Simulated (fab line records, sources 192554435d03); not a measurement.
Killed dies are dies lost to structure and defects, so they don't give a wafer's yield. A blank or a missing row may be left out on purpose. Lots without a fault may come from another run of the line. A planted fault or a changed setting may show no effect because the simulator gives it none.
fab line records | flow n5_finfet
record lots=6 wafers=18 last_day=16
route steps=1938 shown HKMG_FIN@449 BEOL_M4@1111 PASSIVATION@1936
lots that met no fault: from a run of the same line without faults
start_h: hours from the record's first day to the start of the lot's first wafer shown | wait_h: hours since the lot's step before | " the same as in the row above | L1.1+2: a row that stands for several wafers | - no value, or no start given | * or withheld: withheld | < > ~ a bound
route shown NAME@n: a module of which the file shows steps, and the number in the route of the first | usual: mean/standard deviation of fault-free wafers | same: alike in all rows | chamber/n: place in a boat | sites: the reading at each site | _std_site: their standard deviation | _edge_site: outer sites' mean less inner sites' | radius_mm: how far each site lies from the wafer's centre | mask NAME#n: copy n | behind: the tool/chamber that last shaped the wafer | hold: why the lot was held/for how many hours/how that ended | device: the transistor (n, p or np) that didn't switch | end of line: the same wafers' tests at the end of the route | a step without rows: its recipe alone | killed: dies lost to structure and defects at the first sort, not the wafer's yield | map: a wafer's dies, x killed, . not, _ none there
set.NAME: the setting as run; set.NAME@STEP: as run at that earlier step | model.NAME: the simulator's own value behind a step, which no gauge read
lots at some steps of the route; a table a step, a row a wafer
services: from which hour (start_h, from the record's first day; less than 0 if before it) a tool's chamber was out of use, for how many hours, and why
## steps
# step N5_HKMG_FIN_ALD_71
# recipe material=TiN target_thk_a=10 temp_c=400 ald_precursor_family=TiCl4 ald_co_reactant=NH3 pulse_time_s=1 purge_time_s=3 co_reactant_purge_time_s=2 co_reactant_pulse_time_s=2 ald_cycles=47 pressure_torr=3
# step N5_HKMG_FIN_COAT_66
# recipe resist=SOC temp_c=250 time_s=60 spin_rpm=1500 resist_thk_nm=300
# step N5_HKMG_FIN_ETCH_67
# recipe chemistry=N2/H2 target=SOC target_depth_a=3889 stop_on=TiN ion_energy_ev=100 bias_w=61 pressure_mtorr=30 source_w=850 n2_flow_sccm=200 h2_flow_sccm=200
# usual drypump_motor_current_A=5.9/0.4 oes_product_au=0.76/0.092 rf_vpp_V=240.4/1.1 showerhead_plenum_p_Torr=2.54/0.067 throttle_valve_pct=17.90/0.27
# columns lot.wafer tool chamber start_h wait_h drypump_motor_current_A oes_product_au rf_hours_counter_h rf_vpp_V showerhead_plenum_p_Torr throttle_valve_pct
L690.2 rie_diel-04 1 76.49 - 6.0 0.73 147 240.6 2.55 17.81
L690.3 " 3 " " 6.3 0.69 219 239.3 2.41 18.16
L690.6 " 2 " " 5.4 0.69 - 240.6 2.50 17.72
L696.1 rie_diel-03 2 110.88 - 5.5 0.70 201 242.6 2.63 18.35
L696.5 " 0 " " 5.7 0.87 - 239.7 2.59 18.01
L696.6 " 3 " " 6.4 0.83 - 240.9 2.57 17.63
L698.2 rie_diel-04 1 130.61 - 6.1 0.71 166 241.0 2.55 17.83
L698.3 " 2 " " 5.4 0.68 246 241.0 2.49 17.75
L698.4 " 0 " " 5.4 0.68 - 241.9 2.62 17.90
L707.1 rie_diel-05 3 181.28 - 6.2 0.70 211 241.3 2.62 18.27
L707.4 " 3 " " 6.2 0.71 - 239.5 2.62 18.26
L707.6 " 2 " " 6.3 0.80 - 238.7 2.47 17.59
L708.1 rie_diel-03 2 184.12 - 5.5 0.68 228 240.8 2.62 18.39
L708.3 " 0 " " 5.8 0.84 66 239.8 2.58 18.06
L708.5 " 2 " " 5.4 0.68 - 241.8 2.62 18.38
L709.3 rie_diel-03 2 190.62 - 5.5 0.68 231 241.4 2.61 18.39
L709.4 " 3 " " 6.3 0.80 111 241.2 2.56 17.68
L709.6 " 3 " " 6.3 0.79 - 239.8 2.56 17.70
# step N5_HKMG_FIN_STRIP_90
# recipe chemistry=N2/H2 material=SOC time_s=20 power_w=500 temp_c=40 pressure_mtorr=50 rf_frequency_hz=6e+07 bias_power_w=8 h2_frac=0.5 n2_flow_sccm=300 h2_flow_sccm=300
# step N5_HKMG_FIN_WET_ETCH_73
# recipe chemistry=SC1 mix=1:2:40 temp_c=50 time_s=42.3 target_depth_nm=1.3 dry=ipa_marangoni rinse_time_s=30 rinse_temp_c=23
# step N5_HKMG_FIN_ETCHBACK_68
# recipe chemistry=Cl2/Ar stop_on=HfO2 target_depth_a=5 pressure_mtorr=10 icp_w=600 bias_w=60 Cl2_flow_sccm=40 Ar_flow_sccm=60
# usual drypump_motor_current_A=5.7/0.42 he_backside_leak_sccm=3.30/0.26 oes_product_au=0.78/0.095 throttle_valve_pct=20.96/0.25
# columns lot.wafer tool chamber start_h wait_h drypump_motor_current_A he_backside_leak_sccm oes_product_au rf_hours_counter_h throttle_valve_pct
L690.2 rie_metal-03 0 76.85 0.0 5.5 3.16 0.76 45 20.98
L690.3 " 1 " " 6.0 3.19 0.87 - 21.14
L690.6 " 1 " " 6.0 3.26 0.88 - 21.16
L696.1 rie_metal-02 1 111.10 0.0 6.3 3.67 0.85 14 20.62
L696.5 " 1 " " 6.3 3.44 0.85 - 20.62
L696.6 " 0 " " 5.1 3.15 0.89 - 20.63
L698.2 rie_metal-02 1 130.83 0.0 6.3 3.53 0.85 16 20.62
L698.3 " 1 " " 6.3 3.53 0.84 - 20.62
L698.4 " 0 " " 5.1 3.18 0.88 - 20.62
L707.1 rie_metal-02 1 181.51 0.0 6.4 3.76 0.82 22 20.63
L707.4 " 1 " " 6.4 3.61 0.83 - 20.64
L707.6 " 0 " " 5.2 3.29 0.85 - 20.64
L708.1 rie_metal-03 0 184.34 0.0 5.5 2.69 0.74 54 21.00
L708.3 " 0 " " 5.5 3.13 0.74 - 21.00
L708.5 " 1 " " 6.0 3.32 0.83 - 21.16
L709.3 rie_metal-03 1 190.88 0.1 6.0 3.37 0.83 - 21.17
L709.4 " 0 " " 5.5 3.23 0.74 - 21.02
L709.6 " 1 " " 6.0 3.35 0.84 - 21.17
# step N5_HKMG_FIN_STRIP_69
# recipe chemistry=N2/H2 power_w=2500 temp_c=300 h2_frac=0.65 time_s=360 pressure_mtorr=withheld n2_flow_sccm=1750 h2_flow_sccm=3250
# usual drypump_motor_current_A=5.57/0.18 heater_power_w=489/43
# columns lot.wafer tool chamber start_h wait_h drypump_motor_current_A heater_power_w rf_hours_counter_h
L690.2 plasma_asher-01 0 77.00 0.1 5.36 442 90
L690.3 " 0 " " 5.39 444 -
L690.6 " 0 " " 5.37 447 -
L696.1 plasma_asher-02 0 111.24 0.1 5.39 480 47
L696.5 " 0 " " 5.38 476 -
L696.6 " 1 " " 5.72 470 -
L698.2 plasma_asher-02 0 130.98 0.1 5.38 480 50
L698.3 " 0 " " 5.38 482 -
L698.4 " 1 " " 5.74 475 -
L707.1 plasma_asher-01 0 181.65 0.1 5.41 434 112
L707.4 " 0 " " 5.41 454 -
L707.6 " 0 " " 5.39 452 -
L708.1 plasma_asher-01 0 184.48 0.1 5.47 444 112
L708.3 " 0 " " 5.43 453 -
L708.5 " 1 " " 5.76 545 -
L709.3 plasma_asher-01 1 191.10 0.2 5.78 565 -
L709.4 " 0 " " 5.37 441 -
L709.6 " 1 " " 5.79 553 -
# step N5_HKMG_FIN_ALD_21
# recipe material=TiN target_thk_a=15 temp_c=400 ald_precursor_family=TiCl4 ald_co_reactant=NH3 pulse_time_s=1 purge_time_s=3 co_reactant_purge_time_s=2 co_reactant_pulse_time_s=2 ald_cycles=68 pressure_torr=3
# step N5_HKMG_FIN_ALD_72
# recipe material=W target_thk_a=20 temp_c=300 pressure_torr=7.5 ald_precursor_family=WF6 ald_co_reactant=B2H6 pulse_time_s=1 purge_time_s=2 co_reactant_purge_time_s=2 co_reactant_pulse_time_s=3 ald_cycles=7
# usual heater_power_w=499/40 precursor_pulse_height_rel=0.999/0.019
# same pulse_time_s=1 purge_time_s=2
# columns lot.wafer tool chamber start_h wait_h heater_power_w precursor_pulse_height_rel
L690.2 cvd_w-02 0 77.75 0.2 512 1.035
L690.3 " 1 " " 536 0.977
L690.6 " 1 " " 541 1.035
L696.1 cvd_w-02 1 111.98 0.2 536 1.009
L696.5 " 1 " " 526 1.030
L696.6 " 0 " " 523 0.991
L698.2 cvd_w-01 1 131.76 0.2 440 0.979
L698.3 " 1 " " 435 1.024
L698.4 " 0 " " 497 1.007
L707.1 cvd_w-02 0 182.39 0.2 527 0.984
L707.4 " 0 " " 522 0.998
L707.6 " 0 " " 528 0.995
L708.1 cvd_w-01 0 185.23 0.2 495 1.023
L708.3 " 0 " " 500 0.990
L708.5 " 1 " " 445 1.005
L709.3 cvd_w-02 1 191.74 0.2 537 0.994
L709.4 " 0 " " 530 0.986
L709.6 " 1 " " 533 1.006
# step N5_HKMG_FIN_W_FILL_22
# recipe material=W target_thk_a=600 temp_c=400 pressure_torr=39.4 time_s=18.2
# step N5_HKMG_FIN_PRECLEAN_83
# recipe chemistry=DIW time_s=57.5 temp_c=23
# step N5_HKMG_FIN_SRD_84
# recipe dry_time_s=32 dry=n2_spin spin_rpm=1500
# step N5_HKMG_FIN_CMP_23
# recipe stop_on=SiNx t_overpolish_s=10 post_cmp_clean=rinse_only down_force_psi=4 platen_rpm=50.289 pad_velocity_m_s=1.0006 target_thk_nm=46.326
# usual motor_current_A=12.6/1.4 overpolish_run_s=9.999/0.0099 platen_rpm=50.287/0.029 slurry_flow_ml_min=150.0/0.53 time_to_endpoint_s=11.6/2.3
# columns lot.wafer tool chamber start_h wait_h motor_current_A overpolish_run_s platen_rpm slurry_flow_ml_min time_to_endpoint_s
L690.2 cmp-04 2 78.04 0.1 14.8 9.990 50.279 150.2 11.7
L690.3 " 3 " " 10.9 9.986 50.297 150.0 12.9
L690.6 " 1 " " 11.2 10.002 50.290 149.7 12.5
L696.1 cmp-03 3 112.39 0.3 12.2 10.003 48.225 149.3 9.5
L696.6 " 0 " " 12.1 10.000 48.270 150.4 12.1
L696.5 " 1 " " 13.1 10.005 48.260 149.3 9.4
L698.3 cmp-03 3 131.93 0.0 13.0 10.012 48.239 148.9 13.7
L698.4 " 0 " " 13.1 9.997 48.265 150.6 12.6
L698.2 " 1 " " 12.4 9.992 48.242 149.8 13.2
L707.1 cmp-04 2 182.76 0.1 15.2 10.011 50.273 150.2 14.6
L707.4 " 3 " " 11.6 10.014 50.250 150.4 13.0
L707.6 " 1 " " 11.1 9.988 50.295 149.4 13.9
L708.3 cmp-03 3 185.64 0.0 13.0 9.999 50.320 150.1 12.4
L708.1 " 0 " " 13.3 9.997 50.330 150.1 11.2
L708.5 " 0 " " 13.5 9.994 50.335 150.2 10.2
L709.4 cmp-04 3 192.06 0.2 11.5 10.011 50.275 150.3 12.0
L709.3 " 0 " " 11.1 10.008 50.278 150.0 15.0
L709.6 " 2 " " 15.1 9.993 50.246 150.5 11.3
# step N5_HKMG_FIN_CMP_94
# recipe stop_on=SiNx post_cmp_clean=w_dilute_nh4oh t_overpolish_s=4.7 down_force_psi=4 platen_rpm=50.289 pad_velocity_m_s=1.0006 target_thk_nm=43.299
# usual motor_current_A=12.5/1.4 platen_rpm=50.29/0.033 slurry_flow_ml_min=150.0/0.52
# columns lot.wafer tool chamber start_h wait_h motor_current_A platen_rpm slurry_flow_ml_min
L690.2 cmp-04 2 78.47 0.3 14.2 50.30 151.2
L690.3 " 3 " " 10.5 50.28 150.8
L690.6 " 1 " " 11.1 50.28 149.7
L696.1 cmp-03 3 112.72 0.2 12.2 50.27 149.9
L696.6 " 0 " " 13.2 50.34 150.5
L696.5 " 1 " " 13.1 50.36 150.3
L698.3 cmp-03 3 132.41 0.4 11.8 50.30 150.2
L698.4 " 0 " " 12.6 50.36 149.4
L698.2 " 1 " " 13.5 50.26 149.4
L707.1 cmp-04 2 183.19 0.3 14.4 50.25 150.2
L707.4 " 3 " " 11.2 50.28 150.1
L707.6 " 1 " " 11.4 50.28 150.2
L708.3 cmp-03 3 186.12 0.4 12.6 50.31 149.4
L708.1 " 0 " " 12.9 50.29 150.8
L708.5 " 0 " " 13.4 50.30 150.6
L709.4 cmp-04 3 192.44 0.3 10.8 50.29 149.4
L709.3 " 0 " " 11.2 50.28 149.9
L709.6 " 2 " " 15.2 50.26 149.7
# step N5_BEOL_M4_RC_MEAS_101
# usual DIBL_N=36.5/1.4 DIBL_P=36.9/1.7 IOFF_N=0.163/0.023 IOFF_P=0.22/0.032 ION_N=673/9 ION_P=462/7.5 SS_N=71.6/0.54 SS_P=73.4/0.62 VT_N=249.8/2.8 VT_P=-250/3.5
# columns lot.wafer tool chamber start_h wait_h DIBL_N[mV/V] DIBL_P[mV/V] IOFF_N[nA/um] IOFF_P[nA/um] ION_N[uA/um] ION_P[uA/um] SS_N[mV/dec] SS_P[mV/dec] VT_N[mV] VT_P[mV]
L690.2 prober-02 0 164.97 0.2 35.9 35.1 0.156 0.18 663 451 71.7 72.9 250.4 -252
L690.3 " 0 " " 37.0 37.3 0.178 0.21 675 459 71.8 73.5 250.0 -251
L690.6 " 0 " " 34.3 34.1 0.133 0.17 666 458 71.4 72.7 249.7 -252
L696.1 prober-01 0 197.49 0.0 37.2 37.0 0.167 0.21 689 465 71.7 74.4 249.0 -250
L696.5 " 0 " " 35.1 34.9 0.136 0.18 679 462 71.6 73.6 250.5 -253
L696.6 " 0 " " 35.8 36.0 0.140 0.20 661 461 71.8 74.8 252.7 -251
L698.2 prober-01 0 213.27 0.2 34.3 35.5 0.149 0.22 677 468 72.3 73.1 248.2 -249
L698.3 " 0 " " 35.8 37.1 0.162 0.24 670 465 71.9 73.6 251.1 -247
L698.4 " 0 " " 35.5 36.8 0.170 0.24 676 467 72.5 73.2 248.0 -249
L707.1 prober-02 0 276.53 0.0 36.5 38.4 0.171 0.22 669 457 71.6 73.4 248.7 -248
L707.4 " 0 " " 36.6 38.5 0.178 0.23 683 469 72.6 72.7 249.9 -249
L707.6 " 0 " " 36.5 38.4 0.169 0.22 681 467 71.5 73.4 249.4 -252
L709.3 prober-01 0 278.24 0.3 34.9 37.1 0.153 0.22 675 473 71.8 73.9 251.9 -244
L709.4 " 0 " " 35.1 36.5 0.143 0.22 672 464 72.2 73.9 255.5 -249
L709.6 " 0 " " 34.1 35.7 0.139 0.20 670 467 70.9 72.9 253.1 -249
L708.1 prober-01 0 280.47 0.0 38.4 39.5 0.175 0.22 669 457 71.6 73.4 250.4 -252
L708.3 " 0 " " 37.9 38.7 0.160 0.21 679 459 71.1 74.2 252.6 -254
L708.5 " 0 " " 38.2 38.7 0.171 0.20 676 460 71.0 73.8 251.4 -254
# step N5_PASSIVATION_PROBE_49
# usual defect_limited_yield=91.2/1.4 killed_at_M0_to_M3=35/11 killed_at_M4_up=12/4.2 killed_at_contacts=13/5.6 killed_at_front_end=40/12 killed_at_other=3.3/2.6 killed_dies=103/17 killed_open=68/12 killed_short=34/7.6 sort_bin_5_function=5.1/0.95 sort_bin_6_memory=3.3/0.68 sort_n_pass=1077/17 sort_yield_pct=91.2/1.4
# same gross_dies=1180 killed_at_back_side=0 sort_bin_4_leakage[%]=0 sort_bin_8_speed[%]=0
# columns lot.wafer tool chamber start_h wait_h defect_limited_yield[%] killed_at_M0_to_M3 killed_at_M4_up killed_at_contacts killed_at_front_end killed_at_other killed_dies killed_open killed_short sort_bin_5_function[%] sort_bin_6_memory[%] sort_n_pass sort_yield_pct[%]
L696.1 prober-01 - 309.91 0.0 92.6 39 14 10 19 5 87 58 29 4.5 2.7 1093 92.6
L696.5 prober-01 - 310.11 0.2 92.5 24 12 13 35 4 88 59 28 4.2 2.9 1092 92.5
L696.6 prober-01 - 310.16 0.3 91.7 25 16 14 42 1 98 68 28 5.3 2.9 1082 91.7
L708.1 prober-01 - 379.25 0.0 92.2 43 16 4 23 6 92 59 32 4.4 3.1 1088 92.2
L708.3 prober-01 - 379.35 0.1 91.4 29 16 8 45 3 101 71 29 5.5 2.8 1079 91.4
L708.5 prober-01 - 379.45 0.2 91.4 29 12 7 51 2 101 76 23 5.5 3.0 1079 91.4
# killed by level:class
L696.1 MOL_CONTACT_COAG:geometric_particle:open=9 BEOL_M3:geometric_particle:open=7 BEOL_M1:geometric_particle:open=6 BEOL_M2:geometric_particle:open=6 BEOL_M5:geometric_particle:open=6 BEOL_M0_SAQP:geometric_particle:open=5 BEOL_M0_SAQP:geometric_particle:short=5 FIN_SAQP:geometric_particle:open=4
L696.5 FIN_SAQP:geometric_particle:short=13 BEOL_M0_SAQP:geometric_particle:open=12 FIN_SAQP:geometric_particle:open=10 MOL_CONTACT_COAG:geometric_particle:open=10 BEOL_M3:geometric_particle:open=4 BEOL_M1:geometric_particle:open=3 BEOL_M3:geometric_particle:short=3 BEOL_M4:geometric_particle:open=3
L696.6 BEOL_M3:geometric_particle:open=11 MOL_CONTACT_COAG:geometric_particle:open=11 STI_FIN_REVEAL:geometric_particle:open=8 FIN_SAQP:geometric_particle:open=5 FIN_SAQP:geometric_particle:short=5 BEOL_M1:geometric_particle:open=5 BEOL_M4:geometric_particle:open=5 BEOL_M3:geometric_particle:short=5
L708.1 BEOL_M0_SAQP:geometric_particle:open=15 BEOL_M0_SAQP:geometric_particle:short=14 STI_FIN_REVEAL:geometric_particle:open=8 BEOL_M4:geometric_particle:open=8 BEOL_M3:geometric_particle:open=5 STARTING-WAFER:geometric_particle:open=4 FIN_SAQP:geometric_particle:short=3 MOL_CONTACT_COAG:geometric_particle:open=3
L708.3 STI_FIN_REVEAL:geometric_particle:open=17 DUMMY_GATE:geometric_particle:open=8 BEOL_M2:geometric_particle:open=8 MOL_CONTACT_COAG:geometric_particle:open=7 BEOL_M1:geometric_particle:open=6 BEOL_M3:geometric_particle:open=6 STI_FIN_REVEAL:geometric_particle:short=4 GATE_CUT:geometric_particle:short=4
L708.5 STI_FIN_REVEAL:geometric_particle:open=16 BEOL_M2:geometric_particle:open=10 FIN_SAQP:geometric_particle:open=6 DUMMY_GATE:geometric_particle:open=6 GATE_CUT:geometric_particle:short=6 MOL_CONTACT_COAG:geometric_particle:open=6 BEOL_M1:geometric_particle:open=6 BEOL_M3:geometric_particle:open=5
## services
# columns tool chamber start_h hours kind
plasma_asher-02 - 61.68 3.9 repair
rie_diel-04 - 94.95 0.9 repair
cmp-04 - 111.68 2.5 repair
rie_diel-03 1 123.06 - clean
rie_diel-03 1 123.06 - consumable_replace:focus_ring
rie_diel-03 1 123.06 22.2 scheduled_down
rie_diel-03 1 123.06 22.2 vent_cycle
cmp-03 - 126.99 4.0 pm
cmp-03 - 130.99 - consumable_replace:conditioner
cmp-03 - 130.99 - consumable_replace:pad
cmp-03 - 132.59 14.3 pm
rie_diel-04 2 149.43 - clean
rie_diel-04 2 149.43 - consumable_replace:focus_ring
rie_diel-04 2 149.43 24.1 scheduled_down
rie_diel-04 2 149.43 24.1 vent_cycle
cvd_w-02 0 154.19 1.2 repair
rie_diel-04 0 154.52 2.4 repair
rie_diel-04 0 161.59 5.3 repair
cmp-03 - 162.10 0.6 repair
cmp-04 - 164.33 7.0 pm
rie_diel-03 1 165.50 5.0 repair
rie_diel-04 0 173.53 - clean
rie_diel-04 0 173.53 - consumable_replace:focus_ring
rie_metal-02 1 187.87 1.7 repair
## key
first_sign step=N5_HKMG_FIN_CMP_23 reading=platen_rpm direction=down sigmas=71 usual=50.287 struck=48.250
effect none on later readings
met_at N5_HKMG_FIN_CMP_23
struck_wafers L696.1,L696.5,L696.6,L698.2,L698.3,L698.4
fault kind=process_parameter_drift tool=cmp-03 chamber=- onset_h=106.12 steps=N5_HKMG_FIN_CMP_23 channel=platen_rpm offset=-2.0116 shape=step end_h=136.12 acts_in=these_recipes_only stated=50.289
